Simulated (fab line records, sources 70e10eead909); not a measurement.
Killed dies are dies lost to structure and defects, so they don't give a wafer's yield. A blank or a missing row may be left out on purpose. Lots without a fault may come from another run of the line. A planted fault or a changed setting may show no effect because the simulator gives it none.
fab line records | flow nand_harc
record lots=6 wafers=18 last_day=26
route steps=1159 shown P_GATE@128 END@1159
lots that met no fault: from a run of the same line without faults
start_h: hours from the record's first day to the start of the lot's first wafer shown | wait_h: hours since the lot's step before | " the same as in the row above | L1.1+2: a row that stands for several wafers | - no value, or no start given | * or withheld: withheld | < > ~ a bound
route shown NAME@n: a module of which the file shows steps, and the number in the route of the first | usual: mean/standard deviation of fault-free wafers | same: alike in all rows | chamber/n: place in a boat | sites: the reading at each site | _std_site: their standard deviation | _edge_site: outer sites' mean less inner sites' | radius_mm: how far each site lies from the wafer's centre | mask NAME#n: copy n | behind: the tool/chamber that last shaped the wafer | hold: why the lot was held/for how many hours/how that ended | device: the transistor (n, p or np) that didn't switch | end of line: the same wafers' tests at the end of the route | a step without rows: its recipe alone | killed: dies lost to structure and defects at the first sort, not the wafer's yield | map: a wafer's dies, x killed, . not, _ none there
set.NAME: the setting as run; set.NAME@STEP: as run at that earlier step | model.NAME: the simulator's own value behind a step, which no gauge read
lots at some steps of the route; a table a step, a row a wafer
services: from which hour (start_h, from the record's first day; less than 0 if before it) a tool's chamber was out of use, for how many hours, and why
## steps
# step NHARC_P_GATE_SRD_72
# step NHARC_P_GATE_OXIDE_16
# recipe target_thk_a=30 temp_c=875 ox_time_s=392 material=SiO2
# step NHARC_P_GATE_CVD_17
# recipe target_thk_a=1500 temp_c=620 time_s=900 material=poly-Si
# step NHARC_P_GATE_HM_DEP_102
# recipe target_thk_a=1200 temp_c=400 material=aC
# usual throttle_valve_pct=35.000/0.0086
# columns lot.wafer tool chamber start_h wait_h throttle_valve_pct
L745.1 acl_dep-02 0 88.89 2.1 35.007
L745.2 " 0 " " 35.006
L745.6 " 0 " " 35.003
L750.1 acl_dep-03 0 124.08 4.0 34.991
L750.3 " 0 " " 34.990
L750.6 " 0 " " 35.003
L763.2 acl_dep-02 0 195.55 2.7 35.004
L763.5 " 0 " " 34.991
L763.6 " 0 " " 34.999
L764.3 acl_dep-02 0 204.51 0.6 35.005
L764.4 " 0 " " 34.993
L764.6 " 0 " " 34.999
L768.1 acl_dep-01 0 223.00 1.1 35.012
L768.3 " 0 " " 34.993
L768.5 " 0 " " 34.998
L767.1 acl_dep-03 0 223.26 1.4 35.008
L767.4 " 0 " " 35.005
L767.5 " 0 " " 35.000
# step NHARC_P_GATE_DEP_103
# recipe target_thk_a=300 target_thk_nm=30 temp_c=400 flow_sccm=200 rf_w=350 material=SiON
# usual heater_power_w=728/62
# columns lot.wafer tool chamber start_h wait_h heater_power_w
L745.1 pecvd-02 1 89.58 0.6 705
L745.2 " 2 " " 651
L745.6 " 1 " " 714
L750.1 pecvd-02 0 124.77 0.6 736
L750.3 " 1 " " 766
L750.6 " 0 " " 727
L763.2 pecvd-01 0 196.13 0.5 753
L763.5 " 0 " " 757
L763.6 " 1 " " 822
L764.3 pecvd-01 2 205.14 0.5 773
L764.4 " 2 " " 766
L764.6 " 0 " " 707
L768.1 pecvd-02 0 223.74 0.6 821
L768.3 " 1 " " 721
L768.5 " 1 " " 718
L767.1 pecvd-01 0 223.95 0.6 709
L767.4 " 1 " " 744
L767.5 " 2 " " 839
# step NHARC_P_GATE_DEHYDRATE_18
# recipe temp_c=150 time_s=120
# step NHARC_P_GATE_HMDS_19
# recipe time_s=30
# step NHARC_P_GATE_COAT_20
# recipe spin_rpm=1500 resist_thk_nm=90
# step NHARC_P_GATE_SOFTBAKE_21
# recipe temp_c=105 time_s=55
# step NHARC_P_GATE_EBR_22
# step NHARC_P_GATE_EXPOSE_23
# recipe na=1.35 target_cd_nm=120 dose_mj=93.91 mask_id=P_GATE
# step NHARC_P_GATE_PEB_24
# recipe peb_temp_c=100 peb_time_s=65
# step NHARC_P_GATE_DEVELOP_25
# recipe develop_time_s=35 dev_temp_c=23
# usual developer_temp_C=23.01/0.1
# columns lot.wafer tool chamber start_h wait_h developer_temp_C
L745.1 litho_track-01 0 90 - 23.00
L745.2 " 0 " " 22.85
L745.6 " 0 " " 22.83
L750.1 litho_track-06 0 125 - 23.10
L750.3 " 0 " " 22.85
L750.6 " 0 " " 22.95
L763.2 litho_track-06 0 196 - 22.22
L763.5 " 0 " " 22.28
L763.6 " 0 " " 22.23
L764.3 litho_track-06 0 205 - 22.02
L764.4 " 0 " " 22.10
L764.6 " 0 " " 22.01
L768.1 litho_track-04 0 224 - 23.10
L768.3 " 0 " " 23.10
L768.5 " 0 " " 23.13
L767.1 litho_track-04 0 224 - 23.03
L767.4 " 0 " " 22.83
L767.5 " 0 " " 22.84
# step NHARC_P_GATE_CD_MEAS_26
# recipe target_cd_nm=120 landing_energy_ev=500
# usual cd_nm=119.8/0.53
# same landing_energy_ev=500
# columns lot.wafer tool chamber start_h wait_h cd_nm
L745.1 cd_sem-03 0 90.11 - 119.7
L745.2 " 0 " " 120.1
L745.6 " 0 " " 119.4
L750.1 cd_sem-03 0 125.42 - 120.6
L750.3 " 0 " " 121.2
L750.6 " 0 " " 120.2
L763.2 cd_sem-03 0 196.79 - 119.4
L763.5 " 0 " " 120.2
L763.6 " 0 " " 119.8
L764.3 cd_sem-03 0 205.82 - 119.6
L764.4 " 0 " " 120.1
L764.6 " 0 " " 119.8
L768.1 cd_sem-01 0 224.29 - 119.8
L768.3 " 0 " " 120.0
L768.5 " 0 " " 118.7
L767.1 cd_sem-02 0 224.62 - 120.6
L767.4 " 0 " " 119.9
L767.5 " 0 " " 118.9
# step NHARC_END_SORT_01
# recipe temp_c=25
# usual killed_at_array=27/11 killed_at_other=0.6/1 killed_at_periphery=3.0/2.1 killed_dies=31/12 killed_open=3.2/1.7 killed_short=1.7/1.4
# same gross_dies=677
# columns lot.wafer tool chamber start_h wait_h killed_at_array killed_at_other killed_at_periphery killed_dies killed_open killed_short
L745.1 prober-01 0 460.69 2.5 21 0 2 23 5 2
L745.2 prober-01 0 461.48 2.8 31 0 2 33 6 2
L745.6 prober-01 0 464.61 3.9 19 0 1 20 3 2
# killed by level:class
L745.1 A_CHANNEL_HOLE_D1:chamber_film_flake=9 A_ONON_D1:geometric_particle:open=2 A_M0:geometric_particle:open=2 P_STI:chamber_film_flake=2 A_CHANNEL_FILL_D1:chamber_film_flake=2 A_SLIT:chamber_film_flake=2 A_SOURCE_PLATE:geometric_particle:open=1 A_CHANNEL_FILL_D1:geometric_particle:short=1
L745.2 A_CHANNEL_HOLE_D1:chamber_film_flake=12 A_M0:geometric_particle:open=4 A_STAIRCASE:chamber_film_flake=4 A_CONTACT:chamber_film_flake=4 A_SLIT:chamber_film_flake=3 P_M0:geometric_particle:short=1 A_CHANNEL_FILL_D1:geometric_particle:open=1 A_SLIT:geometric_particle:open=1
L745.6 A_CHANNEL_HOLE_D1:chamber_film_flake=9 A_CHANNEL_FILL_D1:geometric_particle:short=2 A_CHANNEL_FILL_D1:chamber_film_flake=2 A_CHANNEL_HOLE_D1:geometric_particle:open=1 A_CONTACT:geometric_particle:open=1 A_BLC:geometric_particle:open=1 P_BONDPAD:chamber_film_flake=1 A_SLIT:unspecified=1
## services
# columns tool chamber start_h hours kind
litho_track-06 - 65.40 - consumable_replace:filter
pecvd-01 0 69.10 - clean
pecvd-01 1 69.10 - clean
pecvd-01 2 69.10 - clean
litho_track-01 - 93.00 7.0 pm
acl_dep-01 - 111.90 13.0 pm
litho_track-06 - 117.00 7.0 pm
litho_track-04 - 141.00 7.0 pm
pecvd-02 - 153.00 13.0 pm
pecvd-02 0 153.00 13.0 vent_cycle
pecvd-02 1 153.00 13.0 vent_cycle
pecvd-02 2 153.00 13.0 vent_cycle
pecvd-02 0 166.00 - clean
pecvd-02 1 166.00 - clean
pecvd-02 2 166.00 - clean
acl_dep-02 - 168.58 13.0 pm
acl_dep-03 - 224.51 13.0 pm
## key
first_sign step=NHARC_P_GATE_DEVELOP_25 reading=developer_temp_C direction=down sigmas=8.4 usual=* struck=*
effect none on later readings
met_at NHARC_P_GATE_DEVELOP_25
struck_wafers L763.2,L763.5,L763.6,L764.3,L764.4,L764.6
tester_left_out L763,L764
onset_between 125 196
fault kind=process_parameter_drift tool=litho_track-06 chamber=- onset_h=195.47 steps=NHARC_P_GATE_DEVELOP_25 channel=dev_temp_c offset=* shape=step end_h=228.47 acts_in=* stated=*
# tester_left_out: of these lots the tester's yield and bins aren't shown, on N5 and GAA mostly nor the transistor test; their killed dies are dies lost to structure and defects alone, not to doping, threshold or leakage, so they don't give the yield
